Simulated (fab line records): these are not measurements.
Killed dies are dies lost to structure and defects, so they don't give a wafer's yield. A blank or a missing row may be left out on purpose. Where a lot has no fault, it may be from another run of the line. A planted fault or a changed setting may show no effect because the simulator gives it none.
fab line records -- flow n5_finfet
[record] lots = 5, wafers = 15, last_day = 21
route steps=1938 shown BEOL_M4@1099 BEOL_M5@1112 BEOL_M6@1239 PASSIVATION@1936
lots with no fault: from the same line, run without faults
start_h: hours from the record's first day to the start of the lot's first wafer shown -- wait_h: hours elapsed since this lot's preceding step -- " identical to the entry in the row above -- L1.1+2: one row covering several wafers at once -- - either no value or no given start -- * or withheld: withheld -- < > ~ a bound
route shown NAME@n: NAME is a module with steps in the file, n the number in the route of the first one -- usual: mean/standard deviation of fault-free wafers -- same: alike in all rows -- chamber/n: place in a boat -- sites: readings site by site -- _std_site: the values' standard deviation -- _edge_site: outer sites' mean less inner sites' -- radius_mm: for every site, how far away it sits from the centre of the wafer -- mask NAME#n: copy n -- behind: the tool/chamber that last shaped the wafer -- hold: why the lot was held/for how many hours/how that ended -- device: the transistor (n, p or np) that didn't switch -- end of line: the route-end tests of the same wafers -- step lacking rows: just its recipe -- killed: at the first sort, the dies lost to defects and structure; wafer yield is something else -- map: the dies of a wafer, with x for killed, . for not killed, _ for no die there
set.NAME: the setting that was run; set.NAME@STEP: the one run at that earlier step -- model.NAME: the simulator's own value behind a step, which no gauge read
lots at selected steps of the route; one table per step, one row per wafer
services: when a tool's chamber went out of use (start_h, in hours from the record's first day, below 0 if earlier), for how many hours, and the reason
[[steps]]
[step N5_BEOL_M4_ANNEAL_95]
[recipe] temp_c = 400, time_s = 240, ambient = vacuum
[step N5_BEOL_M4_SPUTTER_96]
[recipe] material = Cu, target_thk_a = 45, temp_c = -20, chamber_pressure_pa = 0.07, power_w = withheld, time_s = 8.29
[step N5_BEOL_M4_ECD_50]
[recipe] material = Cu, target_thk_a = 3000
[step N5_BEOL_M4_ANNEAL_51]
[recipe] temp_c = 225, time_s = 90, ambient = N2
[step N5_BEOL_M4_CMP_52]
[recipe] stop_on = SiOC, t_overpolish_s = 6.8, down_force_psi = 1, platen_rpm = 50, clearing_platen_down_force_psi = 1.5, clearing_platen_rpm = 50, post_cmp_clean = cu_alkaline, target_thk_nm = 40, clearing_platen_pad_velocity_m_s = 0.99484, pad_velocity_m_s = 0.99484
[step N5_BEOL_M4_PRE_CLEAN_60]
[recipe] gas = NH3/H2, time_s = 15, temp_c = *, rf_power_w = 300
[step N5_BEOL_M4_CO_CAP_55]
[recipe] material = Co, target_thk_a = 20, temp_c = 200, precursor = CCTBA/H2, pressure_torr = 30, time_s = 102.1
[step N5_BEOL_M4_PRE_CLEAN_56]
[recipe] gas = NH3, time_s = 15, temp_c = withheld, rf_power_w = 300
[step N5_BEOL_M4_DEP_57]
[recipe] material = SiCN, target_thk_a = 80, temp_c = withheld, precursor = 3MS/NH3, pressure_torr = 3, rf_w = 202, time_s = 14
[step N5_BEOL_M4_RC_MEAS_101]
[usual] DIBL_N = 36.1/2.3, DIBL_P = 36/3.2, IOFF_N = 0.16/0.045, IOFF_P = 0.21/0.049, ION_N = 674/14, ION_P = 462/8.4, SS_N = 71.6/0.83, SS_P = 73.2/0.87, VT_N = 249/3.8, VT_P = -250/3.4
lot.wafer,tool,chamber,start_h,wait_h,DIBL_N[mV/V],DIBL_P[mV/V],IOFF_N[nA/um],IOFF_P[nA/um],ION_N[uA/um],ION_P[uA/um],SS_N[mV/dec],SS_P[mV/dec],VT_N[mV],VT_P[mV]
L993.1,prober-02,0,297.13,0.0,32.9,32,0.10,0.15,648,454,70.0,72.0,254,-256
L993.5,prober-02,0,297.13,0.0,35.3,35,0.13,0.18,676,466,71.2,72.4,253,-250
L993.6,prober-02,0,297.13,0.0,38.4,37,0.19,0.23,682,469,71.9,73.2,249,-250
L991.2,prober-01,0,304.00,0.2,33.9,34,0.14,0.21,671,462,71.7,73.2,249,-247
L991.3,prober-01,0,304.00,0.2,34.1,35,0.17,0.24,689,477,71.3,72.8,244,-246
L991.6,prober-01,0,304.00,0.2,34.3,34,0.15,0.22,670,463,71.4,72.3,250,-248
L988.1,prober-02,0,310.74,0.0,41.7,42,0.29,0.30,681,461,73.6,75.0,245,-248
L988.2,prober-02,0,310.74,0.0,37.4,38,0.19,0.23,692,471,71.7,74.3,245,-251
L988.4,prober-02,0,310.74,0.0,38.4,39,0.21,0.24,676,456,72.8,74.8,247,-251
L990.1,prober-01,0,313.45,0.0,33.5,33,0.12,0.18,649,449,71.8,73.2,255,-251
L990.4,prober-01,0,313.45,0.0,31.5,31,0.10,0.15,663,462,69.8,72.0,255,-253
L990.5,prober-01,0,313.45,0.0,32.1,31,0.10,0.15,642,447,71.7,72.7,258,-252
L102.3,prober-02,0,389.14,0.3,34.9,37,0.16,0.24,673,466,71.2,73.5,247,-246
L102.4,prober-02,0,389.14,0.3,33.5,35,0.15,0.21,674,465,71.0,72.2,247,-249
L102.5,prober-02,0,389.14,0.3,39.4,42,0.26,0.34,691,476,72.0,74.5,243,-242
[step N5_BEOL_M5_ILD_DEP_00]
[recipe] material = SiCOH_lowk, target_thk_a = 1406.4, temp_c = 300, precursor = DEMS/porogen, pressure_torr = 5, rf_w = 500, time_s = 25.9
[step N5_BEOL_M5_CURE_79]
[recipe] temp_c = 385, time_s = 240, ambient = He/Ar, material = SiCOH_lowk
[step N5_BEOL_M5_PECVD_70]
[recipe] material = SiO2, target_thk_a = 160, temp_c = 400, precursor = TEOS/O2, pressure_torr = 5.5, rf_w = 450, teos_flow_sccm = 53.8, gas = O2, flow_sccm = 3000, time_s = 18
[step N5_BEOL_M5_HM_DEP_02]
[recipe] material = TiN, target_thk_a = 200, temp_c = 25, chamber_pressure_pa = 0.49996
[step N5_BEOL_M5_COAT_59]
[recipe] resist = SOC, temp_c = 250, time_s = 60, spin_rpm = 1500, resist_thk_nm = 60
[step N5_BEOL_M5_COAT_60]
[recipe] resist = SiARC, temp_c = 220, time_s = 60, spin_rpm = 1500, resist_thk_nm = 12
[step N5_BEOL_M5_COAT_71]
[recipe] resist = underlayer, temp_c = 205, time_s = 60, spin_rpm = 1500, resist_thk_nm = 5
[step N5_BEOL_M5_COAT_05]
[recipe] resist = CAR-EUV, spin_rpm = 1500, resist_thk_nm = 30
[step N5_BEOL_M5_EBR_07]
[recipe] solvent = PGMEA, ebr_width_mm = 1.5
[step N5_BEOL_M5_SOFTBAKE_06]
[recipe] temp_c = 110, time_s = 60, resist = CAR-EUV
[step N5_BEOL_M5_EXPOSE_08]
[recipe] mask_id = M5, na = 0.33, source_shape = annular, sigma_inner = 0.4, sigma_outer = 0.8, polarization = unpolarized, target_cd_nm = 28, dose_mj = 35.75
[step N5_BEOL_M5_PEB_09]
[recipe] peb_temp_c = 100, peb_time_s = 60, resist = CAR-EUV
[step N5_BEOL_M5_DEVELOP_10]
[recipe] develop_time_s = 30, developer = TMAH, resist = CAR-EUV, rinse_liquid = surfactant_rinse, dry = air_spin, dev_temp_c = 23
[step N5_BEOL_M5_DESCUM_16]
[recipe] chemistry = O2, time_s = 7, source_power_w = 50, bias_power_w = 20, pressure_mtorr = 20, rf_frequency_hz = 2.712e+07, temp_c = 40, resist = CAR-EUV, o2_flow_sccm = 225
[step N5_BEOL_M5_ETCH_72]
[recipe] chemistry = N2/H2, target = underlayer, target_depth_a = 65, mask_material = CAR-EUV, time_s = 5.2, ion_energy_ev = 200, pressure_mtorr = 30, source_w = 840, bias_w = 150, n2_flow_sccm = 200, h2_flow_sccm = 200, ends = cleared
[step N5_BEOL_M5_ETCH_61]
[recipe] chemistry = CF4, target = SiARC, target_depth_a = 156, mask_material = CAR-EUV, time_s = 26, ion_energy_ev = 80, pressure_mtorr = 40, source_w = 545, bias_w = 36, Ar_flow_sccm = 100, cf4_flow_sccm = 100, ends = cleared
[step N5_BEOL_M5_ETCH_62]
[recipe] chemistry = N2/H2, target = SOC, target_depth_a = 750, overetch_a = 150, mask_material = SiARC, temp_c = 40, time_s = 112.5, ion_energy_ev = 200, pressure_mtorr = 30, source_w = 840, bias_w = 150, n2_flow_sccm = 200, h2_flow_sccm = 200
[step N5_BEOL_M5_STRIP_63]
[recipe] chemistry = N2/H2, temp_c = 40, n2_flow_sccm = 200, h2_flow_sccm = 200, rf_frequency_hz = 6e+07
[step N5_BEOL_M5_STRIP_73]
[recipe] chemistry = N2/H2, temp_c = 40, n2_flow_sccm = 200, h2_flow_sccm = 200, rf_frequency_hz = 6e+07
[step N5_BEOL_M5_STRIP_64]
[recipe] chemistry = CF4, resist = SiARC, power_w = 300, bias_power_w = 75, pressure_mtorr = 50, cf4_flow_sccm = 150, rf_frequency_hz = 6e+07
[step N5_BEOL_M5_HM_OPEN_17]
[recipe] chemistry = Cl2/BCl3, target_depth_a = 200, overetch_a = 60, target = TiN, mask_material = SOC, ion_energy_ev = 150, pressure_mtorr = 10, icp_w = 1000, bias_w = 126, Cl2_flow_sccm = 53.25, bcl3_flow_sccm = 21.75, Ar_flow_sccm = 25
[step N5_BEOL_M5_STRIP_19]
[recipe] chemistry = O2, power_w = 400, temp_c = 40, pressure_mtorr = 30, rf_frequency_hz = 6e+07, bias_power_w = 0, overash_fraction = 0.2, o2_flow_sccm = 225
[step N5_BEOL_M5_COAT_65]
[recipe] resist = SOC, temp_c = 250, time_s = 60, spin_rpm = 1500, resist_thk_nm = 60
[step N5_BEOL_M5_COAT_66]
[recipe] resist = SiARC, temp_c = 220, time_s = 60, spin_rpm = 1500, resist_thk_nm = 12
[step N5_BEOL_M6_TRENCH_ETCH_37]
[recipe] chemistry = C4F6/O2, target_depth_a = 944.35, target = SiCOH_lowk, time_s = 31.5, ion_energy_ev = 250, pressure_mtorr = 30, source_w = 345, bias_w = 185, Ar_flow_sccm = 300, C4F6_flow_sccm = 10, O2_flow_sccm = 10
[usual] C4F6_flow_sccm = 10.00/0.032, O2_flow_sccm = 10.00/0.031, drypump_motor_current_A = 5.68/0.2, oes_product_au = 0.79/0.08, rf_fwd_power_W = 340.8/1.5, rf_vpp_V = 668/26, showerhead_plenum_p_Torr = 2.81/0.08, throttle_valve_pct = 20.94/0.26
lot.wafer,tool,chamber,start_h,wait_h,C4F6_flow_sccm,O2_flow_sccm,drypump_motor_current_A,oes_product_au,rf_fwd_power_W,rf_hours_counter_h,rf_vpp_V,showerhead_plenum_p_Torr,throttle_valve_pct,model.TiN_of_BEOL_M6_HM_DEP_02.thk_nm
L993.1,rie_diel-01,2,316.34,-,-,-,-,-,-,-,-,-,-,20
L993.5,rie_diel-01,0,316.34,-,-,-,-,-,-,-,-,-,-,20.6
L993.6,rie_diel-01,1,316.34,-,-,-,-,-,-,-,-,-,-,20
L988.1,rie_diel-04,0,327.96,-,-,-,-,-,-,-,-,-,-,20.4
L988.2,rie_diel-04,1,327.96,-,-,-,-,-,-,-,-,-,-,20
L988.4,rie_diel-04,2,327.96,-,-,-,-,-,-,-,-,-,-,20.2
L991.2,rie_diel-01,1,330.77,-,-,-,-,-,-,-,-,-,-,20.2
L991.3,rie_diel-01,3,330.77,-,-,-,-,-,-,-,-,-,-,19.8
L991.6,rie_diel-01,3,330.77,-,-,-,-,-,-,-,-,-,-,20
L990.1,rie_diel-01,0,333.49,-,10.00,9.98,5.76,0.78,340.2,143,628,2.75,20.97,17.8
L990.4,rie_diel-01,1,333.49,-,9.98,10.01,5.56,0.79,342.3,122,712,2.97,21.07,17
L990.5,rie_diel-01,0,333.49,-,9.99,9.99,5.73,0.77,339.2,-,627,2.75,20.99,17.2
L102.3,rie_diel-04,0,405.61,-,10.04,9.98,5.86,0.82,341.6,85,669,2.75,21.06,17.2
L102.4,rie_diel-04,2,405.61,-,10.00,10.02,5.38,0.88,339.9,-,680,2.89,20.76,17
L102.5,rie_diel-04,1,405.61,-,9.93,10.04,5.91,0.84,339.5,-,673,2.73,20.58,17
[step N5_BEOL_M6_OCD_MEAS_38]
[usual] trench_depth_nm = 94.1/2.2
lot.wafer,tool,chamber,start_h,wait_h,trench_depth_nm
L993.1,ocd-02,-,316.49,-,0
L993.5,ocd-02,-,316.49,-,0.4
L993.6,ocd-02,-,316.49,-,0
L988.1,ocd-01,-,328.12,-,0.2
L988.2,ocd-01,-,328.12,-,0
L988.4,ocd-01,-,328.12,-,0.1
L991.2,ocd-01,-,330.93,-,0.6
L991.3,ocd-01,-,330.93,-,0
L991.6,ocd-01,-,330.93,-,0
L990.1,ocd-02,-,333.64,-,94.9
L990.4,ocd-02,-,333.64,-,95.8
L990.5,ocd-02,-,333.64,-,95.0
L102.3,ocd-01,-,405.77,-,95.0
L102.4,ocd-01,-,405.77,-,95.3
L102.5,ocd-01,-,405.77,-,95.5
[step N5_BEOL_M6_CMP_52]
[recipe] stop_on = SiCOH_lowk, t_overpolish_s = 6.9, down_force_psi = 1, platen_rpm = 50, clearing_platen_down_force_psi = 1.5, clearing_platen_rpm = 50, post_cmp_clean = cu_alkaline, target_thk_nm = 80, clearing_platen_pad_velocity_m_s = 0.99484, pad_velocity_m_s = 0.99484
[usual] motor_current_A = 6.2/0.44, retaining_ring_pressure_frac = 1.000/0.0047
lot.wafer,tool,chamber,start_h,wait_h,motor_current_A,retaining_ring_pressure_frac,model.Cu_of_BEOL_M6_ECD_50.thk_nm
L993.1,cmp-02,2,318.64,0.4,6.0,1.000,0
L993.5,cmp-02,3,318.64,0.4,6.9,1.003,0
L993.6,cmp-02,0,318.64,0.4,5.9,0.999,1
L988.1,cmp-04,3,330.27,0.3,6.8,0.998,0
L988.4,cmp-04,0,330.27,0.3,5.4,1.001,0
L988.2,cmp-04,1,330.27,0.3,5.7,0.995,0.2
L991.3,cmp-04,0,334.77,0.2,5.6,0.998,0.6
L991.2,cmp-04,2,334.77,0.2,6.5,1.007,2.4
L991.6,cmp-04,0,334.77,0.2,5.7,1.008,0
L990.4,cmp-02,3,335.62,0.2,6.6,0.993,81.2
L990.1,cmp-02,1,335.62,0.2,6.5,0.994,82.2
L990.5,cmp-02,3,335.62,0.2,7.1,1.000,81
L102.4,cmp-02,3,409.89,0.1,6.9,0.996,80.8
L102.3,cmp-02,1,409.89,0.1,6.2,1.007,81
L102.5,cmp-02,0,409.89,0.1,6.2,1.009,83.2
[step N5_PASSIVATION_PROBE_49]
[usual] defect_limited_yield = 90.9/1.6, killed_at_M0_to_M3 = 37/11, killed_at_M4_up = 15/5.6, killed_at_contacts = 13/6.4, killed_at_front_end = 39/11, killed_at_other = 4/3.1, killed_dies = 107/19, killed_on_rim = 14/4.3, killed_open = 71/14, killed_short = 34/7.8, sort_bin_5_function = 5.3/1, sort_bin_6_memory = 3.4/0.72, sort_bin_8_speed = 0.0/0.42, sort_n_pass = 1072/20, sort_yield_pct = 90.9/1.7
[same] gross_dies = 1180, killed_at_back_side = 0, sort_bin_4_leakage[%] = 0
lot.wafer,tool,chamber,start_h,wait_h,defect_limited_yield[%],killed_at_M0_to_M3,killed_at_M4_up,killed_at_contacts,killed_at_front_end,killed_at_other,killed_dies,killed_on_rim,killed_open,killed_short,sort_bin_5_function[%],sort_bin_6_memory[%],sort_bin_8_speed[%],sort_n_pass,sort_yield_pct[%]
L993.1,prober-02,-,429.14,0.0,0,40,1085,9,44,2,1180,152,76,23,96.1,3.7,0,0,0
L993.5,prober-02,-,429.34,0.2,0,32,1089,19,33,7,1180,152,64,45,96.8,3.1,0,0,0
L993.6,prober-02,-,429.39,0.3,0,31,1104,17,24,4,1180,152,52,29,96.7,3.2,0,0,0
L988.1,prober-02,-,430.21,0.0,0,38,1076,19,38,9,1180,152,88,32,96.0,3.6,0,0,0
L988.2,prober-02,-,430.26,0.1,0,52,1075,17,29,7,1180,152,78,41,96.0,3.6,0.1,0,0
L988.4,prober-02,-,430.36,0.2,0,52,1069,16,39,4,1180,152,96,36,95.8,3.8,0,0,0
L990.1,prober-02,-,434.91,0.0,89.9,38,15,15,49,2,119,18,79,40,6.3,3.6,0,1061,89.9
L990.4,prober-02,-,435.06,0.2,92.5,30,19,20,20,0,89,7,59,27,3.8,3.5,0,1091,92.5
L990.5,prober-02,-,435.11,0.2,92.3,28,15,15,32,1,91,9,64,24,4.0,3.6,0.3,1086,92.0
L991.2,prober-01,-,435.58,0.1,0,46,1049,16,61,8,1180,152,91,54,93.7,5.8,0,0,0
L991.3,prober-01,-,435.63,0.1,0,49,1076,11,35,9,1180,152,74,38,95.9,3.6,0,0,0
L991.6,prober-01,-,435.78,0.3,0,58,1071,4,45,2,1180,152,89,33,95.7,3.8,0,0,0
L102.3,prober-02,-,496.27,0.1,91.1,32,18,16,30,9,105,14,78,24,5.0,3.6,0,1075,91.1
L102.4,prober-02,-,496.32,0.2,92.3,28,10,8,43,2,91,18,61,29,4.4,3.0,0,1089,92.3
L102.5,prober-02,-,496.37,0.2,90.2,50,13,11,32,10,116,18,75,40,5.6,3.8,0,1064,90.2
// killed by level:class
L993.1 BEOL_M6:area_etch=1075 FIN_SAQP:geometric_particle:open=18 STI_FIN_REVEAL:geometric_particle:open=8 MOL_CONTACT_COAG:geometric_particle:open=8 BEOL_M3:geometric_particle:open=8 BEOL_M4:geometric_particle:open=6 BEOL_M0_SAQP:geometric_particle:short=6 BEOL_M2:geometric_particle:open=5
L993.5 BEOL_M6:area_etch=1070 MOL_CONTACT_COAG:geometric_particle:open=16 BEOL_M4:geometric_particle:open=12 FIN_SAQP:geometric_particle:short=9 BEOL_M3:geometric_particle:open=8 FIN_SAQP:geometric_particle:open=5 BEOL_M0_SAQP:geometric_particle:open=5 STARTING-WAFER:geometric_particle:short=5
L993.6 BEOL_M6:area_etch=1098 MOL_CONTACT_COAG:geometric_particle:open=14 FIN_SAQP:geometric_particle:short=9 BEOL_M1:geometric_particle:open=9 FIN_SAQP:geometric_particle:open=7 BEOL_M3:geometric_particle:open=5 BEOL_M1:geometric_particle:short=4 MOL_CONTACT_COAG:geometric_particle:short=3
L988.1 BEOL_M6:area_etch=1057 MOL_CONTACT_COAG:geometric_particle:open=16 BEOL_M2:geometric_particle:open=10 BEOL_M1:geometric_particle:open=9 BEOL_M3:geometric_particle:open=8 DUMMY_GATE:geometric_particle:open=7 FIN_SAQP:geometric_particle:short=7 STI_FIN_REVEAL:geometric_particle:open=7
L988.2 BEOL_M6:area_etch=1057 MOL_CONTACT_COAG:geometric_particle:open=14 BEOL_M2:geometric_particle:open=13 BEOL_M4:geometric_particle:open=10 BEOL_M0_SAQP:geometric_particle:open=9 STI_FIN_REVEAL:geometric_particle:open=8 BEOL_M0_SAQP:geometric_particle:short=7 BEOL_M1:geometric_particle:open=5
L988.4 BEOL_M6:area_etch=1046 BEOL_M0_SAQP:geometric_particle:open=15 MOL_CONTACT_COAG:geometric_particle:open=13 BEOL_M4:geometric_particle:open=12 STI_FIN_REVEAL:geometric_particle:open=10 BEOL_M0_SAQP:geometric_particle:short=9 BEOL_M1:geometric_particle:open=9 FIN_SAQP:geometric_particle:open=6
L990.1 BEOL_M2:geometric_particle:open=14 STI_FIN_REVEAL:geometric_particle:open=13 MOL_CONTACT_COAG:geometric_particle:open=11 FIN_SAQP:geometric_particle:short=9 FIN_SAQP:geometric_particle:open=8 BEOL_M3:geometric_particle:open=7 MOL_CONTACT_COAG:geometric_particle:short=4 BEOL_M0_SAQP:geometric_particle:short=4
L990.4 BEOL_M4:geometric_particle:open=14 MOL_CONTACT_COAG:geometric_particle:open=10 MOL_CONTACT_COAG:geometric_particle:short=9 BEOL_M1:geometric_particle:open=6 BEOL_M2:geometric_particle:open=6 STI_FIN_REVEAL:geometric_particle:open=5 BEOL_M0_SAQP:geometric_particle:open=5 BEOL_M3:geometric_particle:open=4
L990.5 MOL_CONTACT_COAG:geometric_particle:open=12 FIN_SAQP:geometric_particle:short=8 BEOL_M3:geometric_particle:open=8 BEOL_M2:geometric_particle:open=6 BEOL_M4:geometric_particle:open=5 FIN_SAQP:geometric_particle:open=4 STI_FIN_REVEAL:geometric_particle:open=4 BEOL_M0_SAQP:geometric_particle:open=4
L991.2 BEOL_M6:area_etch=1034 STI_FIN_REVEAL:geometric_particle:open=20 FIN_SAQP:geometric_particle:short=17 MOL_CONTACT_COAG:geometric_particle:open=13 FIN_SAQP:geometric_particle:open=8 BEOL_M3:geometric_particle:open=8 BEOL_M0_SAQP:geometric_particle:short=7 BEOL_M0_SAQP:geometric_particle:open=6
L991.3 BEOL_M6:area_etch=1065 BEOL_M2:geometric_particle:open=15 FIN_SAQP:geometric_particle:short=10 MOL_CONTACT_COAG:geometric_particle:open=9 BEOL_M0_SAQP:geometric_particle:open=9 BEOL_M3:geometric_particle:open=7 FIN_SAQP:geometric_particle:open=6 BEOL_M0_SAQP:geometric_particle:short=6
L991.6 BEOL_M6:area_etch=1058 STI_FIN_REVEAL:geometric_particle:open=16 BEOL_M3:geometric_particle:open=14 BEOL_M1:geometric_particle:open=13 BEOL_M2:geometric_particle:open=12 BEOL_M0_SAQP:geometric_particle:short=10 FIN_SAQP:geometric_particle:short=8 DUMMY_GATE:geometric_particle:open=6
L102.3 MOL_CONTACT_COAG:geometric_particle:open=13 BEOL_M0_SAQP:geometric_particle:open=9 BEOL_M0:geometric_particle:open=7 BEOL_M4:geometric_particle:open=6 MIM_TOP_ETCH:geometric_particle:open=6 BEOL_M3:geometric_particle:open=5 STI_FIN_REVEAL:geometric_particle:open=4 ILD0:geometric_particle:open=4
L102.4 STI_FIN_REVEAL:geometric_particle:open=8 BEOL_M0_SAQP:geometric_particle:open=7 FIN_SAQP:geometric_particle:short=6 MOL_CONTACT_COAG:geometric_particle:open=6 DUMMY_GATE:geometric_particle:open=5 GATE_CUT:geometric_particle:short=5 BEOL_M0_SAQP:geometric_particle:short=5 BEOL_M3:geometric_particle:open=5
L102.5 BEOL_M2:geometric_particle:open=12 STI_FIN_REVEAL:geometric_particle:open=11 BEOL_M0_SAQP:geometric_particle:short=11 BEOL_M0_SAQP:geometric_particle:open=10 MOL_CONTACT_COAG:geometric_particle:open=8 BEOL_M3:geometric_particle:open=8 FIN_SAQP:geometric_particle:open=6 FIN_SAQP:geometric_particle:short=5
// map L988.1 (x killed, . not)
_________________xxxxxxxxxxxx________________
______________xxxxxxxxxxxxxxxxxx_____________
___________xxxxxxxxxxxxxxxxxxxxxxxx__________
__________xxxxxxxxxxxxxxxxxxxxxxxxxx_________
________xxxxxxxxxxxxxxxxxxxxxxxxxxxxxx_______
_______xxxxxxxxxxxxxxxxxxxxxxxxxxxxxxxx______
______xxxxxxxxxxxxxxxxxxxxxxxxxxxxxxxxxx_____
_____xxxxxxxxxxxxxxxxxxxxxxxxxxxxxxxxxxxx____
____xxxxxxxxxxxxxxxxxxxxxxxxxxxxxxxxxxxxxx___
___xxxxxxxxxxxxxxxxxxxxxxxxxxxxxxxxxxxxxxxx__
___xxxxxxxxxxxxxxxxxxxxxxxxxxxxxxxxxxxxxxxx__
__xxxxxxxxxxxxxxxxxxxxxxxxxxxxxxxxxxxxxxxxxx_
__xxxxxxxxxxxxxxxxxxxxxxxxxxxxxxxxxxxxxxxxxx_
_xxxxxxxxxxxxxxxxxxxxxxxxxxxxxxxxxxxxxxxxxxxx
_xxxxxxxxxxxxxxxxxxxxxxxxxxxxxxxxxxxxxxxxxxxx
_xxxxxxxxxxxxxxxxxxxxxxxxxxxxxxxxxxxxxxxxxxxx
_xxxxxxxxxxxxxxxxxxxxxxxxxxxxxxxxxxxxxxxxxxxx
_xxxxxxxxxxxxxxxxxxxxxxxxxxxxxxxxxxxxxxxxxxxx
_xxxxxxxxxxxxxxxxxxxxxxxxxxxxxxxxxxxxxxxxxxxx
_xxxxxxxxxxxxxxxxxxxxxxxxxxxxxxxxxxxxxxxxxxxx
_xxxxxxxxxxxxxxxxxxxxxxxxxxxxxxxxxxxxxxxxxxxx
__xxxxxxxxxxxxxxxxxxxxxxxxxxxxxxxxxxxxxxxxxx_
__xxxxxxxxxxxxxxxxxxxxxxxxxxxxxxxxxxxxxxxxxx_
___xxxxxxxxxxxxxxxxxxxxxxxxxxxxxxxxxxxxxxxx__
___xxxxxxxxxxxxxxxxxxxxxxxxxxxxxxxxxxxxxxxx__
____xxxxxxxxxxxxxxxxxxxxxxxxxxxxxxxxxxxxxx___
_____xxxxxxxxxxxxxxxxxxxxxxxxxxxxxxxxxxxx____
______xxxxxxxxxxxxxxxxxxxxxxxxxxxxxxxxxx_____
_______xxxxxxxxxxxxxxxxxxxxxxxxxxxxxxxx______
________xxxxxxxxxxxxxxxxxxxxxxxxxxxxxx_______
__________xxxxxxxxxxxxxxxxxxxxxxxxxx_________
___________xxxxxxxxxxxxxxxxxxxxxxxx__________
______________xxxxxxxxxxxxxxxxxx_____________
_________________xxxxxxxxxxxx________________
// map L991.2 (x killed, . not)
_________________xxxxxxxxxxxx________________
______________xxxxxxxxxxxxxxxxxx_____________
___________xxxxxxxxxxxxxxxxxxxxxxxx__________
__________xxxxxxxxxxxxxxxxxxxxxxxxxx_________
________xxxxxxxxxxxxxxxxxxxxxxxxxxxxxx_______
_______xxxxxxxxxxxxxxxxxxxxxxxxxxxxxxxx______
______xxxxxxxxxxxxxxxxxxxxxxxxxxxxxxxxxx_____
_____xxxxxxxxxxxxxxxxxxxxxxxxxxxxxxxxxxxx____
____xxxxxxxxxxxxxxxxxxxxxxxxxxxxxxxxxxxxxx___
___xxxxxxxxxxxxxxxxxxxxxxxxxxxxxxxxxxxxxxxx__
___xxxxxxxxxxxxxxxxxxxxxxxxxxxxxxxxxxxxxxxx__
__xxxxxxxxxxxxxxxxxxxxxxxxxxxxxxxxxxxxxxxxxx_
__xxxxxxxxxxxxxxxxxxxxxxxxxxxxxxxxxxxxxxxxxx_
_xxxxxxxxxxxxxxxxxxxxxxxxxxxxxxxxxxxxxxxxxxxx
_xxxxxxxxxxxxxxxxxxxxxxxxxxxxxxxxxxxxxxxxxxxx
_xxxxxxxxxxxxxxxxxxxxxxxxxxxxxxxxxxxxxxxxxxxx
_xxxxxxxxxxxxxxxxxxxxxxxxxxxxxxxxxxxxxxxxxxxx
_xxxxxxxxxxxxxxxxxxxxxxxxxxxxxxxxxxxxxxxxxxxx
_xxxxxxxxxxxxxxxxxxxxxxxxxxxxxxxxxxxxxxxxxxxx
_xxxxxxxxxxxxxxxxxxxxxxxxxxxxxxxxxxxxxxxxxxxx
_xxxxxxxxxxxxxxxxxxxxxxxxxxxxxxxxxxxxxxxxxxxx
__xxxxxxxxxxxxxxxxxxxxxxxxxxxxxxxxxxxxxxxxxx_
__xxxxxxxxxxxxxxxxxxxxxxxxxxxxxxxxxxxxxxxxxx_
___xxxxxxxxxxxxxxxxxxxxxxxxxxxxxxxxxxxxxxxx__
___xxxxxxxxxxxxxxxxxxxxxxxxxxxxxxxxxxxxxxxx__
____xxxxxxxxxxxxxxxxxxxxxxxxxxxxxxxxxxxxxx___
_____xxxxxxxxxxxxxxxxxxxxxxxxxxxxxxxxxxxx____
______xxxxxxxxxxxxxxxxxxxxxxxxxxxxxxxxxx_____
_______xxxxxxxxxxxxxxxxxxxxxxxxxxxxxxxx______
________xxxxxxxxxxxxxxxxxxxxxxxxxxxxxx_______
__________xxxxxxxxxxxxxxxxxxxxxxxxxx_________
___________xxxxxxxxxxxxxxxxxxxxxxxx__________
______________xxxxxxxxxxxxxxxxxx_____________
_________________xxxxxxxxxxxx________________
[[services]]
tool,chamber,start_h,hours,kind
rie_diel-04,0,298.90,4.3,repair
cmp-04,-,308.45,1.2,repair
cmp-04,-,319.52,8.4,repair
rie_diel-04,2,332.82,4.0,repair
cmp-04,-,381.92,4.0,pm
cmp-04,-,385.92,-,consumable_replace:conditioner
cmp-04,-,385.92,-,consumable_replace:pad
cmp-02,-,387.25,5.8,pm
rie_diel-01,0,394.03,3.4,repair
cmp-04,-,396.87,3.4,repair
rie_diel-04,3,403.00,26.1,repair
rie_diel-01,1,409.37,8.5,repair
[[key]]
[first_sign] step = N5_BEOL_M6_TRENCH_ETCH_37, reading = tool_record, direction = missing
[effect] step = N5_BEOL_M6_OCD_MEAS_38, reading = trench_depth_nm, direction = down, sigmas = 42, usual = 94.1, struck = 0.1
[effect] step = N5_PASSIVATION_PROBE_49, reading = killed_at_M4_up, direction = up, sigmas = 99+, usual = 15, struck = 1077
[model_effect] step = N5_BEOL_M6_TRENCH_ETCH_37, value = TiN_of_BEOL_M6_HM_DEP_02.thk_nm, without = 17.38, struck = 20.13
[model_effect] step = N5_BEOL_M6_CMP_52, value = Cu_of_BEOL_M6_ECD_50.thk_nm, without = 80.36, struck = 0.4667
[more_kills_born_at] N5_BEOL_M6_TRENCH_ETCH_37@rie_diel-01 = 6400, N5_BEOL_M6_TRENCH_ETCH_37@rie_diel-04 = 3160
met_at N5_BEOL_M6_TRENCH_ETCH_37
struck_wafers L988.1,L988.2,L988.4,L991.2,L991.3,L991.6,L993.1,L993.5,L993.6
later_rows_left_out L988.1,L988.2,L988.4,L991.2,L991.3,L991.6,L993.1,L993.5,L993.6
[fault] kind = skipped_step_whole, tool = rie_diel-01,rie_diel-04, chamber = -, onset_h = 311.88, steps = N5_BEOL_M6_TRENCH_ETCH_37, scope = struck_lots_only
// later_rows_left_out: the simulator's readings of these wafers behind a module that went badly wrong aren't trusted and aren't shown, but for the sort
